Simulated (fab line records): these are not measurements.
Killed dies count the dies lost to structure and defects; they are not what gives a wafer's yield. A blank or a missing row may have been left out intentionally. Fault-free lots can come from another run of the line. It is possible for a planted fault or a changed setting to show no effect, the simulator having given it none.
fab line records ; flow n5-finfet ; part 1 of 2: steps 1 to 14 of 24
record lots=5; wafers=15; last-day=15
route steps=1938 shown MOL_CONTACT_COAG@526
lots with no fault: from the same line, run without faults
start-h: hours from the record's opening day to when the first of the lot's shown wafers began ; wait-h: hours elapsed since this lot's preceding step ; " repeats the value in the row above ; L1.1+2: one row covering several wafers at once ; - no value present, or no start provided ; * or withheld: withheld ; < > ~ a bound
route shown NAME@n: names a module that has steps shown in the file, with the first one's number in the route ; usual: average and standard deviation across the fault-free wafers ; same: alike in all rows ; chamber/n: place in a boat ; sites: the reading at each site ; _std_site: how widely they spread, as a standard deviation ; _edge_site: outer sites' mean less inner sites' ; radius-mm: for every site, how far away it sits from the centre of the wafer ; mask NAME#n: copy n ; behind: the most recent tool/chamber to have shaped the wafer ; hold: cause of the lot's hold/its duration in hours/its outcome ; device: the transistor (n, p or np) that didn't switch ; end of line: the route-end tests of the same wafers ; a step given without rows: its recipe and nothing more ; killed: dies that structure and defects cost at the first sort, which is not the same as the wafer's yield ; map: dies across one wafer; x = killed, . = not, _ = none there
set.NAME: the setting as run; set.NAME@STEP: as run at that earlier step ; model.NAME: the simulator's own value behind a step, which no gauge read
a table for each step, a row for each wafer; lots at some steps of the route
services: from which hour (start-h, from the record's first day; less than 0 if before it) a tool's chamber was out of use, for how many hours, and why
## steps
# step N5_MOL_CONTACT_COAG_CD_MEAS_08
# recipe target-cd-nm=28; landing-energy-ev=500; detector=se-inlens; polarity=opening
# usual cd-nm=27.99/0.25
lot.wafer;tool;chamber;start-h;wait-h;cd-nm
L077.2;cd-sem-03;0;106.37;-;27.95
L077.3;cd-sem-03;0;106.37;-;27.70
L077.5;cd-sem-03;0;106.37;-;27.84
L078.2;cd-sem-02;0;109.41;-;27.92
L078.4;cd-sem-02;0;109.41;-;27.79
L078.5;cd-sem-02;0;109.41;-;28.15
L079.4;cd-sem-03;0;118.77;-;28.13
L079.5;cd-sem-03;0;118.77;-;27.94
L079.6;cd-sem-03;0;118.77;-;27.78
L081.2;cd-sem-01;0;129.94;-;28.03
L081.3;cd-sem-01;0;129.94;-;27.62
L081.4;cd-sem-01;0;129.94;-;28.32
L086.2;cd-sem-03;0;162.76;-;28.16
L086.4;cd-sem-03;0;162.76;-;28.10
L086.6;cd-sem-03;0;162.76;-;28.07
# step N5_MOL_CONTACT_COAG_OVL_MEAS_09
# recipe points-per-wafer=522
# usual CA_OVL=-0.3/0.73
lot.wafer;tool;chamber;start-h;wait-h;CA_OVL[nm]
L077.2;overlay-02;0;106.40;0.0;-1.2
L077.3;overlay-02;0;106.40;0.0;-0.4
L077.5;overlay-02;0;106.40;0.0;-0.1
L078.2;overlay-01;0;109.44;0.0;0.3
L078.4;overlay-01;0;109.44;0.0;0.0
L078.5;overlay-01;0;109.44;0.0;-0.3
L079.4;overlay-01;0;118.82;0.0;0.0
L079.5;overlay-01;0;118.82;0.0;0.8
L079.6;overlay-01;0;118.82;0.0;-0.1
L081.2;overlay-02;0;129.97;0.0;0.5
L081.3;overlay-02;0;129.97;0.0;0.1
L081.4;overlay-02;0;129.97;0.0;0.7
L086.2;overlay-02;0;162.79;0.0;0.2
L086.4;overlay-02;0;162.79;0.0;-1.0
L086.6;overlay-02;0;162.79;0.0;-0.4
# step N5_MOL_CONTACT_COAG_INSPECT_10
# recipe mode=adi; inspect-instrument=brightfield
# usual raw-defect-count=71/27
lot.wafer;tool;chamber;start-h;wait-h;raw-defect-count
L077.2;defect-inspect-02;-;106.46;0.0;86
L077.3;defect-inspect-02;-;106.46;0.0;138
L077.5;defect-inspect-02;-;106.46;0.0;124
L078.2;defect-inspect-01;-;109.50;0.0;57
L078.4;defect-inspect-01;-;109.50;0.0;65
L078.5;defect-inspect-01;-;109.50;0.0;67
L079.4;defect-inspect-01;-;118.86;0.0;55
L079.5;defect-inspect-01;-;118.86;0.0;87
L079.6;defect-inspect-01;-;118.86;0.0;61
L081.2;defect-inspect-02;-;130.02;0.0;42
L081.3;defect-inspect-02;-;130.02;0.0;42
L081.4;defect-inspect-02;-;130.02;0.0;45
L086.2;defect-inspect-02;-;162.85;0.0;75
L086.4;defect-inspect-02;-;162.85;0.0;51
L086.6;defect-inspect-02;-;162.85;0.0;53
# step N5_MOL_CONTACT_COAG_DESCUM_13
# recipe chemistry=O2; time-s=7; source-power-w=50; bias-power-w=20; pressure-mtorr=20; rf-frequency-hz=2.712e+07; temp-c=40; resist=CAR-EUV; o2-flow-sccm=225
# usual chamber-pressure-mTorr=19.998/0.018; drypump-motor-current-A=5.8/0.47; oes-product-au=0.81/0.076; rf-vpp-V=243.9/1.4; showerhead-plenum-p-Torr=2.15/0.067; throttle-valve-pct=20.4/0.38
# same time-s=7
lot.wafer;tool;chamber;start-h;wait-h;chamber-pressure-mTorr;drypump-motor-current-A;oes-product-au;rf-hours-counter-h;rf-vpp-V;showerhead-plenum-p-Torr;throttle-valve-pct
L077.2;rie-diel-04;0;107.08;0.6;19.998;5.0;0.90;27;241.2;2.08;20.9
L077.3;rie-diel-04;3;107.08;0.6;19.998;6.3;0.87;53;242.6;2.15;20.2
L077.5;rie-diel-04;0;107.08;0.6;20.031;4.9;0.90;-;241.5;2.08;20.9
L078.2;rie-diel-05;1;109.53;0.0;19.987;5.9;0.77;124;245.5;2.22;21.0
L078.4;rie-diel-05;0;109.53;0.0;19.958;6.2;0.95;6;245.7;2.24;20.1
L078.5;rie-diel-05;1;109.53;0.0;20.038;5.8;0.77;-;246.3;2.22;21.0
L079.4;rie-diel-04;3;118.89;0.0;19.982;6.2;0.87;57;240.9;2.14;20.2
L079.5;rie-diel-04;3;118.89;0.0;20.015;6.3;0.87;-;245.2;2.14;20.2
L079.6;rie-diel-04;2;118.89;0.0;19.980;6.3;0.84;-;245.6;2.23;20.5
L081.2;rie-diel-05;0;130.06;0.0;20.016;6.2;0.93;13;244.6;2.24;20.1
L081.3;rie-diel-05;3;130.06;0.0;19.999;5.8;0.72;201;244.2;2.16;20.0
L081.4;rie-diel-05;1;130.06;0.0;20.002;5.8;0.76;131;245.7;2.21;21.1
L086.2;rie-diel-06;1;162.88;0.0;20.012;6.5;0.86;44;245.9;2.20;20.2
L086.4;rie-diel-06;0;162.88;0.0;19.991;6.4;0.72;-;243.8;2.17;20.7
L086.6;rie-diel-06;1;162.88;0.0;20.040;6.5;0.86;-;245.2;2.20;20.2
# step N5_MOL_CONTACT_COAG_ETCH_59
# recipe chemistry=N2/H2; target=underlayer; target-depth-a=130; mask-material=CAR-EUV; time-s=10.4; ion-energy-ev=200; pressure-mtorr=30; source-w=840; bias-w=150; n2-flow-sccm=200; h2-flow-sccm=200; ends=cleared
# usual chamber-pressure-mTorr=29.99/0.032; drypump-motor-current-A=5.8/0.47; etch-rf-on-time-s=10.31/0.25; oes-product-au=0.69/0.067; rf-vpp-V=525.5/2.3; showerhead-plenum-p-Torr=2.60/0.084; throttle-valve-pct=17.7/0.32
lot.wafer;tool;chamber;start-h;wait-h;chamber-pressure-mTorr;drypump-motor-current-A;etch-rf-on-time-s;oes-product-au;rf-hours-counter-h;rf-vpp-V;showerhead-plenum-p-Torr;throttle-valve-pct
L077.2;rie-diel-04;0;107.12;0.0;29.98;5.0;10.42;0.77;27;523.1;2.46;17.6
L077.3;rie-diel-04;3;107.12;0.0;29.97;6.3;9.96;0.75;53;526.1;2.61;17.7
L077.5;rie-diel-04;0;107.12;0.0;30.05;5.0;10.38;0.77;-;521.5;2.46;17.6
L078.2;rie-diel-05;1;109.56;0.0;29.96;5.8;10.01;0.67;124;527.1;2.66;18.3
L078.4;rie-diel-05;0;109.56;0.0;29.97;6.2;10.35;0.81;6;528.0;2.68;17.3
L078.5;rie-diel-05;1;109.56;0.0;29.93;5.8;10.08;0.67;-;527.0;2.66;18.2
L079.4;rie-diel-04;3;118.92;0.0;29.97;6.3;10.11;0.74;57;524.7;2.60;17.7
L079.5;rie-diel-04;3;118.92;0.0;30.00;6.3;10.12;0.74;-;525.4;2.61;17.7
L079.6;rie-diel-04;2;118.92;0.0;29.98;6.3;10.10;0.71;-;527.1;2.72;18.0
L081.2;rie-diel-05;0;130.09;0.0;30.00;6.2;10.59;0.77;13;527.1;2.68;17.3
L081.3;rie-diel-05;3;130.09;0.0;29.98;5.9;10.53;0.61;201;526.8;2.60;17.3
L081.4;rie-diel-05;1;130.09;0.0;30.03;5.8;10.29;0.65;131;526.8;2.66;18.2
L086.2;rie-diel-06;1;162.91;0.0;30.01;6.5;9.76;0.75;44;527.8;2.68;17.6
L086.4;rie-diel-06;0;162.91;0.0;29.95;6.3;10.31;0.62;-;526.3;2.64;18.2
L086.6;rie-diel-06;1;162.91;0.0;30.04;6.5;9.68;0.74;-;527.5;2.68;17.6
# step N5_MOL_CONTACT_COAG_ETCH_105
# recipe chemistry=CF4; target=SiARC; target-depth-a=156; mask-material=CAR-EUV; time-s=26; ion-energy-ev=80; pressure-mtorr=40; source-w=545; bias-w=36; Ar_flow_sccm=100; cf4-flow-sccm=100; ends=cleared
# usual chamber-pressure-mTorr=40.00/0.037; drypump-motor-current-A=5.8/0.47; etch-rf-on-time-s=25.8/0.64; oes-product-au=0.69/0.068; rf-vpp-V=184.7/1.1; showerhead-plenum-p-Torr=2.19/0.058; throttle-valve-pct=15.52/0.24
lot.wafer;tool;chamber;start-h;wait-h;chamber-pressure-mTorr;drypump-motor-current-A;etch-rf-on-time-s;oes-product-au;rf-hours-counter-h;rf-vpp-V;showerhead-plenum-p-Torr;throttle-valve-pct
L077.2;rie-diel-04;0;107.14;0.0;40.01;5.0;26.1;0.77;27;183.7;2.09;15.64
L077.3;rie-diel-04;3;107.14;0.0;40.05;6.3;25.2;0.74;53;185.0;2.17;15.26
L077.5;rie-diel-04;0;107.14;0.0;40.03;5.0;25.9;0.78;-;183.3;2.09;15.66
L078.2;rie-diel-05;1;109.58;0.0;39.89;5.9;25.3;0.66;124;184.4;2.23;15.93
L078.4;rie-diel-05;0;109.58;0.0;39.97;6.2;25.9;0.81;6;185.1;2.27;15.18
L078.5;rie-diel-05;1;109.58;0.0;40.04;5.9;25.3;0.67;-;185.9;2.23;15.95
L079.4;rie-diel-04;3;118.94;0.0;39.99;6.3;25.4;0.74;57;185.4;2.17;15.25
L079.5;rie-diel-04;3;118.94;0.0;40.00;6.2;25.6;0.74;-;183.4;2.17;15.24
L079.6;rie-diel-04;2;118.94;0.0;40.00;6.3;25.3;0.72;-;185.5;2.25;15.57
L081.2;rie-diel-05;0;130.11;0.0;39.98;6.2;26.0;0.79;13;186.0;2.27;15.19
L081.3;rie-diel-05;3;130.11;0.0;40.02;5.9;26.1;0.62;201;185.5;2.20;15.33
L081.4;rie-diel-05;1;130.11;0.0;39.96;5.8;25.4;0.66;131;184.5;2.23;15.96
L086.2;rie-diel-06;1;162.93;0.0;40.04;6.5;24.1;0.74;44;185.8;2.26;15.44
L086.4;rie-diel-06;0;162.93;0.0;40.04;6.3;26.3;0.62;-;184.0;2.20;15.81
L086.6;rie-diel-06;1;162.93;0.0;39.99;6.5;24.4;0.74;-;185.2;2.26;15.43
# step N5_MOL_CONTACT_COAG_ETCH_106
# recipe chemistry=N2/H2; target=SOC; target-depth-a=800; overetch-a=160; mask-material=SiARC; temp-c=40; time-s=120; ion-energy-ev=200; pressure-mtorr=30; source-w=840; bias-w=150; n2-flow-sccm=200; h2-flow-sccm=200
# usual chamber-pressure-mTorr=29.998/0.026; drypump-motor-current-A=5.9/0.47; oes-product-au=0.72/0.065; rf-vpp-V=525.7/2.2; showerhead-plenum-p-Torr=2.60/0.084; throttle-valve-pct=17.7/0.32
# same time-s=120
lot.wafer;tool;chamber;start-h;wait-h;chamber-pressure-mTorr;drypump-motor-current-A;oes-product-au;rf-hours-counter-h;rf-vpp-V;showerhead-plenum-p-Torr;throttle-valve-pct
L077.2;rie-diel-04;0;107.16;0.0;30.087;5.0;0.82;27;523.5;2.46;17.6
L077.3;rie-diel-04;3;107.16;0.0;30.038;6.3;0.76;53;524.0;2.61;17.7
L077.5;rie-diel-04;0;107.16;0.0;30.039;5.0;0.81;-;522.4;2.46;17.6
L078.2;rie-diel-05;1;109.61;0.0;29.967;5.8;0.68;124;527.6;2.66;18.2
L078.4;rie-diel-05;0;109.61;0.0;30.006;6.2;0.84;7;528.2;2.68;17.2
L078.5;rie-diel-05;1;109.61;0.0;30.014;5.8;0.69;-;526.4;2.66;18.2
L079.4;rie-diel-04;3;118.97;0.0;30.002;6.3;0.77;57;524.2;2.60;17.7
L079.5;rie-diel-04;3;118.97;0.0;29.996;6.3;0.76;-;525.8;2.60;17.7
L079.6;rie-diel-04;2;118.97;0.0;29.988;6.3;0.74;-;527.3;2.71;17.9
L081.2;rie-diel-05;0;130.14;0.0;30.003;6.2;0.83;13;528.3;2.68;17.3
L081.3;rie-diel-05;3;130.14;0.0;30.006;5.8;0.65;201;525.9;2.60;17.3
L081.4;rie-diel-05;1;130.14;0.0;30.004;5.9;0.68;131;527.3;2.66;18.2
L086.2;rie-diel-06;1;162.96;0.0;29.974;6.5;0.75;44;528.5;2.68;17.6
L086.4;rie-diel-06;0;162.96;0.0;30.023;6.4;0.66;-;526.1;2.64;18.2
L086.6;rie-diel-06;1;162.96;0.0;29.982;6.5;0.76;-;528.3;2.68;17.6
# step N5_MOL_CONTACT_COAG_STRIP_107
# recipe chemistry=N2/H2; temp-c=40; n2-flow-sccm=200; h2-flow-sccm=200; rf-frequency-hz=6e+07
lot.wafer;tool;chamber;start-h;wait-h
L077.2+3+5;rie-diel-04;0,3,0;107.24;0.0
L078.2+4+5;rie-diel-05;1,0,1;109.69;0.0
L079.4+5+6;rie-diel-04;3,3,2;119.05;0.0
L081.2+3+4;rie-diel-05;0,3,1;130.22;0.0
L086.2+4+6;rie-diel-06;1,0,1;163.04;0.0
# step N5_MOL_CONTACT_COAG_STRIP_108
# recipe chemistry=N2/H2; temp-c=40; n2-flow-sccm=200; h2-flow-sccm=200; rf-frequency-hz=6e+07
lot.wafer;tool;chamber;start-h;wait-h
L077.2+3+5;rie-diel-04;0,3,0;107.25;0.0
L078.2+4+5;rie-diel-05;1,0,1;109.70;0.0
L079.4+5+6;rie-diel-04;3,3,2;119.06;0.0
L081.2+3+4;rie-diel-05;0,3,1;130.23;0.0
L086.2+4+6;rie-diel-06;1,0,1;163.05;0.0
# step N5_MOL_CONTACT_COAG_CONTACT_ETCH_14
# recipe chemistry=C4F6/O2; target=SiO2; target-depth-a=275; overetch-a=85; mask-material=SOC; pressure-mtorr=30; source-w=370; bias-w=185; Ar_flow_sccm=300; C4F6_flow_sccm=16; O2_flow_sccm=10; time-s=20; ion-energy-ev=259.6
# usual chamber-pressure-mTorr=29.999/0.029; drypump-motor-current-A=5.8/0.47; oes_o_777_au=0.81/0.086; oes-product-au=0.68/0.062; rf-vpp-V=695.0/3; showerhead-plenum-p-Torr=2.95/0.083; throttle-valve-pct=21.2/0.33
# same time-s=20
lot.wafer;tool;chamber;start-h;wait-h;chamber-pressure-mTorr;drypump-motor-current-A;oes_o_777_au;oes-product-au;rf-hours-counter-h;rf-vpp-V;showerhead-plenum-p-Torr;throttle-valve-pct
L077.2;rie-diel-04;0;107.26;0.0;29.975;5.0;0.97;0.77;27;691.3;2.83;21.5
L077.3;rie-diel-04;3;107.26;0.0;30.004;6.2;0.87;0.73;53;694.0;2.91;20.9
L077.5;rie-diel-04;0;107.26;0.0;29.978;4.9;0.98;0.77;-;691.3;2.83;21.5
L078.2;rie-diel-05;1;109.71;0.0;29.990;5.8;0.77;0.65;124;697.2;3.03;21.8
L078.4;rie-diel-05;0;109.71;0.0;30.050;6.2;0.95;0.80;7;698.3;3.04;20.8
L078.5;rie-diel-05;1;109.71;0.0;29.976;5.9;0.77;0.65;-;697.2;3.03;21.8
L079.4;rie-diel-04;3;119.07;0.0;29.977;6.2;0.86;0.72;57;695.4;2.91;20.9
L079.5;rie-diel-04;3;119.07;0.0;29.954;6.3;0.87;0.72;-;694.7;2.91;20.9
L079.6;rie-diel-04;2;119.07;0.0;30.000;6.2;0.86;0.70;-;698.2;3.04;21.3
L081.2;rie-diel-05;0;130.24;0.0;29.984;6.2;0.92;0.78;13;699.7;3.04;20.8
L081.3;rie-diel-05;3;130.24;0.0;29.924;5.8;0.74;0.62;201;697.0;2.96;20.8
L081.4;rie-diel-05;1;130.24;0.0;30.009;5.8;0.78;0.64;131;696.7;3.02;21.8
L086.2;rie-diel-06;1;163.06;0.0;30.039;6.5;0.85;0.72;44;698.5;3.05;21.2
L086.4;rie-diel-06;0;163.06;0.0;30.036;6.3;0.71;0.62;-;696.3;2.99;21.6
L086.6;rie-diel-06;1;163.06;0.0;30.025;6.5;0.86;0.72;-;699.1;3.05;21.2
# step N5_MOL_CONTACT_COAG_STRIP_109
# recipe chemistry=C4F6/O2; resist=SiARC; rf-frequency-hz=6e+07
lot.wafer;tool;chamber;start-h;wait-h
L077.2+3+5;rie-diel-04;0,3,0;107.29;0.0
L078.2+4+5;rie-diel-05;1,0,1;109.74;0.0
L079.4+5+6;rie-diel-04;3,3,2;119.10;0.0
L081.2+3+4;rie-diel-05;0,3,1;130.27;0.0
L086.2+4+6;rie-diel-06;1,0,1;163.09;0.0
# step N5_MOL_CONTACT_COAG_ETCH_15
# recipe chemistry=CH3F/O2; target=SiNx; target-depth-a=70; mask-material=SOC; stop-on=Si:P; over-etch-frac=0.75; ion-energy-ev=120; pressure-mtorr=30; source-w=395; bias-w=73; Ar_flow_sccm=150; CH3F_flow_sccm=30; O2_flow_sccm=20
# usual CH3F_flow_sccm=30.00/0.084; chamber-pressure-mTorr=30.000/0.029; drypump-motor-current-A=5.8/0.47; oes_o_777_au=0.81/0.092; oes-product-au=0.59/0.054; rf-vpp-V=299/4.5; showerhead-plenum-p-Torr=2.05/0.061; throttle-valve-pct=16.25/0.3
lot.wafer;tool;chamber;start-h;wait-h;CH3F_flow_sccm;chamber-pressure-mTorr;drypump-motor-current-A;oes_o_777_au;oes-product-au;rf-hours-counter-h;rf-vpp-V;showerhead-plenum-p-Torr;throttle-valve-pct
L077.2;rie-diel-04;0;107.30;0.0;29.91;29.997;5.0;0.97;0.67;27;296;1.96;16.46
L077.3;rie-diel-04;3;107.30;0.0;29.89;30.028;6.3;0.88;0.62;53;299;2.03;15.95
L077.5;rie-diel-04;0;107.30;0.0;30.05;29.997;5.0;0.98;0.67;-;296;1.96;16.47
L078.2;rie-diel-05;1;109.75;0.0;30.03;29.991;5.8;0.77;0.56;124;298;2.11;16.79
L078.4;rie-diel-05;0;109.75;0.0;30.04;30.014;6.2;0.98;0.70;7;294;2.12;15.85
L078.5;rie-diel-05;1;109.75;0.0;30.03;29.994;5.8;0.78;0.57;-;299;2.11;16.80
L079.4;rie-diel-04;3;119.11;0.0;30.13;29.967;6.3;0.86;0.62;57;299;2.03;15.94
L079.5;rie-diel-04;3;119.11;0.0;30.11;29.993;6.3;0.87;0.62;-;298;2.03;15.98
L079.6;rie-diel-04;2;119.11;0.0;29.95;30.005;6.2;0.84;0.61;-;296;2.12;16.35
L081.2;rie-diel-05;0;130.28;0.0;29.97;30.008;6.2;0.95;0.68;13;295;2.12;15.87
L081.3;rie-diel-05;3;130.28;0.0;30.20;29.993;5.8;0.73;0.54;201;299;2.06;16.03
L081.4;rie-diel-05;1;130.28;0.0;29.95;30.007;5.8;0.76;0.56;131;300;2.11;16.80
L086.2;rie-diel-06;1;163.10;0.0;30.08;30.010;6.5;0.86;0.61;44;292;2.12;16.17
L086.4;rie-diel-06;0;163.10;0.0;29.93;30.013;6.4;0.70;0.53;-;313;2.08;16.65
L086.6;rie-diel-06;1;163.10;0.0;30.03;30.039;6.5;0.87;0.62;-;292;2.12;16.18
# step N5_MOL_CONTACT_COAG_ETCH_110
# recipe chemistry=CF4/O2; target=Si; target-depth-a=25; time-s=8; pressure-mtorr=100; source-w=200; bias-w=12; ion-energy-ev=60; Ar_flow_sccm=100; cf4-flow-sccm=100; O2_flow_sccm=10
# usual chamber-pressure-mTorr=99.99/0.09; drypump-motor-current-A=5.8/0.47; oes_o_777_au=0.81/0.089; oes-product-au=0.81/0.08; rf-vpp-V=127.7/2.4; showerhead-plenum-p-Torr=2.28/0.059; throttle-valve-pct=10.66/0.24
# same time-s=8
lot.wafer;tool;chamber;start-h;wait-h;chamber-pressure-mTorr;drypump-motor-current-A;oes_o_777_au;oes-product-au;rf-hours-counter-h;rf-vpp-V;showerhead-plenum-p-Torr;throttle-valve-pct
L077.2;rie-diel-04;0;107.36;0.0;100.09;5.0;0.98;0.91;27;127.0;2.18;10.65
L077.3;rie-diel-04;3;107.36;0.0;99.93;6.3;0.88;0.87;53;127.0;2.25;10.36
L077.5;rie-diel-04;0;107.36;0.0;99.98;5.0;0.98;0.91;-;126.3;2.18;10.67
L078.2;rie-diel-05;1;109.81;0.0;100.01;5.8;0.80;0.78;124;128.3;2.32;11.02
L078.4;rie-diel-05;0;109.81;0.0;99.87;6.2;0.96;0.94;7;125.8;2.35;10.26
L078.5;rie-diel-05;1;109.81;0.0;99.85;5.9;0.80;0.77;-;127.8;2.32;11.02
L079.4;rie-diel-04;3;119.17;0.0;99.96;6.3;0.88;0.87;57;126.0;2.25;10.36
L079.5;rie-diel-04;3;119.17;0.0;99.91;6.3;0.87;0.86;-;126.6;2.25;10.37
L079.6;rie-diel-04;2;119.17;0.0;100.11;6.3;0.86;0.84;-;127.6;2.34;10.66
L081.2;rie-diel-05;0;130.34;0.0;100.14;6.2;0.94;0.93;13;126.3;2.35;10.28
L081.3;rie-diel-05;3;130.34;0.0;100.14;5.8;0.74;0.73;201;124.5;2.29;10.65
L081.4;rie-diel-05;1;130.34;0.0;99.90;5.8;0.80;0.77;131;128.7;2.32;11.04
L086.2;rie-diel-06;1;163.16;0.0;100.04;6.5;0.85;0.87;44;125.8;2.35;10.50
L086.4;rie-diel-06;0;163.16;0.0;100.08;6.3;0.72;0.71;-;134.6;2.29;11.01
L086.6;rie-diel-06;1;163.16;0.0;99.98;6.5;0.86;0.87;-;124.0;2.35;10.49
# step N5_MOL_CONTACT_COAG_STRIP_98
# recipe chemistry=N2/H2; power-w=500; temp-c=40; pressure-mtorr=50; rf-frequency-hz=6e+07; overash-fraction=0.3; bias-power-w=8; h2-frac=0.5; n2-flow-sccm=300; h2-flow-sccm=300
# usual chamber-pressure-mTorr=49.99/0.082; drypump-motor-current-A=5.9/0.47; oes-product-au=0.80/0.076; rf-vpp-V=54.6/1.5; showerhead-plenum-p-Torr=3.44/0.11; throttle-valve-pct=18.7/0.49
lot.wafer;tool;chamber;start-h;wait-h;chamber-pressure-mTorr;drypump-motor-current-A;oes-product-au;rf-hours-counter-h;rf-vpp-V;showerhead-plenum-p-Torr;throttle-valve-pct
L077.2;rie-diel-04;0;107.41;0.0;49.79;5.0;0.89;27;54.8;3.25;18.1
L077.3;rie-diel-04;3;107.41;0.0;49.90;6.3;0.87;53;56.3;3.44;19.1
L077.5;rie-diel-04;0;107.41;0.0;49.97;5.0;0.90;-;55.2;3.25;18.1
L078.2;rie-diel-05;1;109.86;0.0;49.98;5.8;0.77;124;55.1;3.51;19.2
L078.4;rie-diel-05;0;109.86;0.0;50.03;6.3;0.94;7;52.8;3.54;18.2
L078.5;rie-diel-05;1;109.86;0.0;50.05;5.8;0.78;-;53.5;3.51;19.2
L079.4;rie-diel-04;3;119.22;0.0;50.12;6.3;0.88;57;52.8;3.44;19.1
L079.5;rie-diel-04;3;119.22;0.0;49.92;6.3;0.87;-;55.4;3.44;19.1
L079.6;rie-diel-04;2;119.22;0.0;49.88;6.3;0.83;-;51.5;3.58;19.1
L081.2;rie-diel-05;0;130.38;0.0;49.98;6.2;0.92;13;55.5;3.53;18.2
L081.3;rie-diel-05;3;130.38;0.0;49.83;5.9;0.72;201;52.9;3.44;18.0
L081.4;rie-diel-05;1;130.38;0.0;49.89;5.9;0.75;131;52.6;3.51;19.2
L086.2;rie-diel-06;1;163.21;0.0;49.90;6.5;0.86;44;58.9;3.53;18.4
L086.4;rie-diel-06;0;163.21;0.0;50.00;6.4;0.74;-;56.5;3.48;19.4
L086.6;rie-diel-06;1;163.21;0.0;49.98;6.5;0.86;-;55.5;3.53;18.4
